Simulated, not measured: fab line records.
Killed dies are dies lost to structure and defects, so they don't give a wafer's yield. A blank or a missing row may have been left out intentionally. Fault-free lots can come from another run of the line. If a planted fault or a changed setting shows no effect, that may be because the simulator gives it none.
Matching of chambers :: flow n5-finfet :: N5_STI_FIN_REVEAL_ALD_00 on ald-sin-02: 4 sister chambers
The step deposits SiO2, target thk 1 nm, pulse time 1 s. 8 wafers are shown with their chamber, then 9 later ones without.

WAFERS WITH THEIR CHAMBER
wafer: L084.2
chamber: 2
heater-power-w (W): 472
precursor-pulse-height-rel: 0.993

wafer: L084.3
chamber: 3
heater-power-w (W): 438
precursor-pulse-height-rel: 1.001

wafer: L087.3
chamber: 2
heater-power-w (W): 473
precursor-pulse-height-rel: 1.001

wafer: L087.4
chamber: 1
heater-power-w (W): 479
precursor-pulse-height-rel: 0.969

wafer: L087.6
chamber: 0
heater-power-w (W): 471
precursor-pulse-height-rel: 1.029

wafer: L091.1
chamber: 1
heater-power-w (W): 466
precursor-pulse-height-rel: 0.987

wafer: L091.2
chamber: 0
heater-power-w (W): 472
precursor-pulse-height-rel: 0.992

wafer: L091.3
chamber: 3
heater-power-w (W): 438
precursor-pulse-height-rel: 0.995

WAFERS WHOSE CHAMBER IS MISSING
wafer: L091.4
heater-power-w (W): 478
precursor-pulse-height-rel: 0.984

wafer: L091.5
heater-power-w (W): 436
precursor-pulse-height-rel: 1.005

wafer: L091.6
heater-power-w (W): 478
precursor-pulse-height-rel: 1.008

wafer: L092.3
heater-power-w (W): 469
precursor-pulse-height-rel: 1.004

wafer: L092.5
heater-power-w (W): 464
precursor-pulse-height-rel: 1.017

wafer: L092.6
heater-power-w (W): 500
precursor-pulse-height-rel: 1.002

wafer: L096.1
heater-power-w (W): 473
precursor-pulse-height-rel: 1.003

wafer: L096.2
heater-power-w (W): 490
precursor-pulse-height-rel: 0.998

wafer: L096.6
heater-power-w (W): 482
precursor-pulse-height-rel: 0.994

WHICH CHAMBER EACH ONE RAN IN
wafer: L091.4
from the rows above: can't be placed: 1 or 2 or 0
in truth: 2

wafer: L091.5
from the rows above: 3
in truth: 3

wafer: L091.6
from the rows above: can't be placed: 2 or 0 or 1
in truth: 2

wafer: L092.3
from the rows above: can't be placed: 0 or 2 or 1
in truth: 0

wafer: L092.5
from the rows above: can't be placed: 0 or 2 or 1
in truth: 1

wafer: L092.6
from the rows above: can't be placed: 2 or 1 or 0
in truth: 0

wafer: L096.1
from the rows above: can't be placed: 2 or 0 or 1
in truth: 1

wafer: L096.2
from the rows above: can't be placed: 2 or 1 or 0
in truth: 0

wafer: L096.6
from the rows above: can't be placed: 2 or 1 or 0
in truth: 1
1 of 9 placed correctly. Can't be placed from these rows: 8 (the true chamber is among the candidates in 8). Placed wrongly: 0.
How it was worked out, from the rows above alone: a wafer's distance from a chamber is the root of the sum, over the readings, of the square of ((its reading less the chamber's mean) divided by the reading's scatter). The wafer belongs to the nearest chamber; if the next one is less than 2 further off, it can't be placed. The mean given for a chamber averages the wafers shown for that chamber. How the scatter is found: for the shown wafers, subtract from each reading the mean of its chamber, square and add these, divide the total by (wafers less chambers), then take the root.
